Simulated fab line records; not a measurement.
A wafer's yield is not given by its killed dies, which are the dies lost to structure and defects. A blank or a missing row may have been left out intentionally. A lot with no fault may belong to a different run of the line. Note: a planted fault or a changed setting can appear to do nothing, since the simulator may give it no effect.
Matching of chambers :: flow n5Finfet :: N5_BEOL_M3_DESCUM_33 on rieDiel-03: 4 sister chambers
The step chemistry O2, time 7 s. 8 wafers are shown with their chamber, then 8 later ones without.

== WAFERS WITH THEIR CHAMBER ==
wafer: L084.1
chamber: 0
showerheadPlenumPTorr (Torr): 2.16
throttleValvePct (%): 20.93

wafer: L085.6
chamber: 1
showerheadPlenumPTorr (Torr): 2.14
throttleValvePct (%): 20.47

wafer: L089.1
chamber: 1
showerheadPlenumPTorr (Torr): 2.14
throttleValvePct (%): 20.46

wafer: L089.3
chamber: 3
showerheadPlenumPTorr (Torr): 2.14
throttleValvePct (%): 20.00

wafer: L090.2
chamber: 2
showerheadPlenumPTorr (Torr): 2.04
throttleValvePct (%): 20.36

wafer: L090.4
chamber: 3
showerheadPlenumPTorr (Torr): 2.14
throttleValvePct (%): 20.00

wafer: L090.6
chamber: 2
showerheadPlenumPTorr (Torr): 2.04
throttleValvePct (%): 20.37

wafer: L094.2
chamber: 0
showerheadPlenumPTorr (Torr): 2.15
throttleValvePct (%): 20.54

== WAFERS MISSING THEIR CHAMBER ==
wafer: L094.4
showerheadPlenumPTorr (Torr): 2.14
throttleValvePct (%): 20.48

wafer: L094.6
showerheadPlenumPTorr (Torr): 2.04
throttleValvePct (%): 20.37

wafer: L095.1
showerheadPlenumPTorr (Torr): 2.04
throttleValvePct (%): 20.37

wafer: L095.4
showerheadPlenumPTorr (Torr): 2.14
throttleValvePct (%): 20.48

wafer: L095.5
showerheadPlenumPTorr (Torr): 2.04
throttleValvePct (%): 20.38

wafer: L096.2
showerheadPlenumPTorr (Torr): 2.15
throttleValvePct (%): 20.53

wafer: L096.4
showerheadPlenumPTorr (Torr): 2.14
throttleValvePct (%): 20.04

wafer: L096.6
showerheadPlenumPTorr (Torr): 2.15
throttleValvePct (%): 20.53

== CHAMBER TAKEN BY EACH ==
wafer: L094.4
from the rows above: 1
in truth: 1

wafer: L094.6
from the rows above: 2
in truth: 2

wafer: L095.1
from the rows above: 2
in truth: 2

wafer: L095.4
from the rows above: 1
in truth: 1

wafer: L095.5
from the rows above: 2
in truth: 2

wafer: L096.2
from the rows above: can't be placed: 0 or 1
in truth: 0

wafer: L096.4
from the rows above: 3
in truth: 3

wafer: L096.6
from the rows above: can't be placed: 0 or 1
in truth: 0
6 of 8 placed correctly. These rows do not allow placing 2 (true chamber among the candidates in 2). 0 placed wrongly.
How it was worked out, from the rows above alone: a wafer's distance from a chamber is the root of the sum, over the readings, of the square of ((its reading less the chamber's mean) divided by the reading's scatter). The wafer belongs to the nearest chamber; if the next one is less than 2 further off, it can't be placed. The mean given for a chamber averages the wafers shown for that chamber. How the scatter is found: for the shown wafers, subtract from each reading the mean of its chamber, square and add these, divide the total by (wafers less chambers), then take the root.
